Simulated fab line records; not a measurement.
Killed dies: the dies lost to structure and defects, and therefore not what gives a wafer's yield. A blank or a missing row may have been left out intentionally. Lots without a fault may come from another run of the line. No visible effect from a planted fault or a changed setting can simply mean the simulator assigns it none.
One fault through the eyes of 2 desks ; flow nand_harc ; every desk sees just its own numbers, and what lay behind them comes last

METROLOGY DESK
Lot by lot, what the gauges showed, no matter which tool ran the lot: averages of those sampled wafers that carry a number. If a lot's mean is further than 4 standard deviations from the usual mean, the lot is out of limits and carries the mark OUT (the distance appears in the brackets).
Columns: A = cd_nm at NHARC_P_ZERO_WELL_CD_MEAS_37, usual 720.8 nm
lot;first seen here;A
L920;day 3 05:59;719.4
L921;day 3 16:06;720.4
L922;day 4 02:06;721.5
L923;day 4 12:07;722.3
L924;day 4 22:08;720.1
L925;day 5 08:17;717.1
L928;day 6 14:14;718.8
L933;day 8 16:06;721.8
L934;day 9 02:16;724.3
L935;day 9 14:05;724.6
L936;day 9 22:16;719.7
L937;day 10 08:25;719.7
L938;day 10 18:05;723.9
This desk's verdict: no lot among the 13 shows anything out of limits.

TOOL OWNER'S DESK, krf_scanner-01
The tool's own readings at NHARC_P_GATE_EXPOSE_08 (exposes mask P HV): means of the sampled wafers that have a number, for each lot that ran on this tool. If a lot's mean is further than 4 standard deviations from the usual mean, the lot is out of limits and carries the mark OUT (the distance appears in the brackets).
Columns: A = exposure_dose_mJ_cm2 at NHARC_P_GATE_EXPOSE_08, usual 16.751; B = focus_offset_nm at NHARC_P_GATE_EXPOSE_08, usual -0.1 nm
lot;first seen here;A;B
L921;day 6 00:37;16.783;-0.9
L922;day 6 14:06;16.744;-0.7
L924;day 7 12:29;11.786 (-99 or more) OUT;0.1
L925;day 7 17:55;11.796 (-99 or more) OUT;-0.6
This desk's finding: out of limits on L924, L925; first on L924, day 7 12:29 (exposure_dose_mJ_cm2 at NHARC_P_GATE_EXPOSE_08). L921, L922: within limits.

PUT TOGETHER
An alarm could have come from the tool owner's desk at day 7 12:29, on L924, L925.
Metrology desk: nothing out of limits seen.
The metrology desk holds a record of L924, L925, inside its limits.
NHARC_P_GATE_EXPOSE_08 was run on krf_scanner-01 by each of the lots named.

WHAT THE SIMULATOR HAD PUT IN
Process parameters drifting: krf_scanner-01 at NHARC_P_GATE_EXPOSE_08, beginning at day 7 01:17. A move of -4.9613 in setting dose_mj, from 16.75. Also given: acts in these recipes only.
Shown lots that were struck: L924, L925.
Delay in hours, fault start to first out-of-limits reading, by desk: the tool owner's desk at 11.
